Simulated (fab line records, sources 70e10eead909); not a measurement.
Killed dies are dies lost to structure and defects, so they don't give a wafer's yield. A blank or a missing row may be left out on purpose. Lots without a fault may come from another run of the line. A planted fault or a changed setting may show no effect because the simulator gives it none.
Chamber matching | flow nand_harc | NHARC_A_M0_PRE_CLEAN_31 on pecvd-04: 3 sister chambers
The step time 12 s. 14 wafers are shown with their chamber, then 7 later ones without.

WAFERS WITH THEIR CHAMBER
wafer  | chamber | heater_power_w (W)
L075.1 | 1       | 651
L075.2 | 2       | 620
L075.6 | 1       | 662
L079.2 | 1       | 561
L079.4 | 2       | 659
L079.5 | 1       | 579
L082.1 | 2       | 662
L082.2 | 0       | 771
L082.5 | 2       | 658
L087.1 | 1       | 606
L087.4 | 0       | 673
L087.6 | 2       | 554
L091.1 | 2       | 554
L091.3 | 0       | 785

SIGNATURES (means of the wafers above)
reading        | chamber 0 | chamber 1 | chamber 2 | scatter within a chamber
heater_power_w | 743.00    | 611.80    | 617.83    | 51
Rule: a wafer's distance from a chamber is the root of the sum, over the readings, of the square of ((its reading less the chamber's mean) divided by the reading's scatter). The wafer belongs to the nearest chamber; if the next one is less than 2 further off, it can't be placed. The scatter: the root of (the sum of the squares of (reading less its chamber's mean) over the shown wafers, divided by (wafers less chambers)).

WAFERS WITHOUT THEIR CHAMBER
wafer  | heater_power_w (W)
L091.4 | 571
L093.1 | 582
L093.2 | 647
L093.4 | 637
L097.2 | 629
L097.3 | 742
L097.4 | 613

WHICH CHAMBER EACH WENT THROUGH
wafer  | from the rows above          | in truth
L091.4 | can't be placed: 1 or 2      | 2
L093.1 | can't be placed: 1 or 2      | 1
L093.2 | can't be placed: 2 or 1 or 0 | 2
L093.4 | can't be placed: 2 or 1 or 0 | 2
L097.2 | can't be placed: 2 or 1      | 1
L097.3 | 0                            | 0
L097.4 | can't be placed: 1 or 2      | 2
Placed correctly: 1 of 7. Can't be placed from these rows: 6 (the true chamber is among the candidates in 6). Placed wrongly: 0.
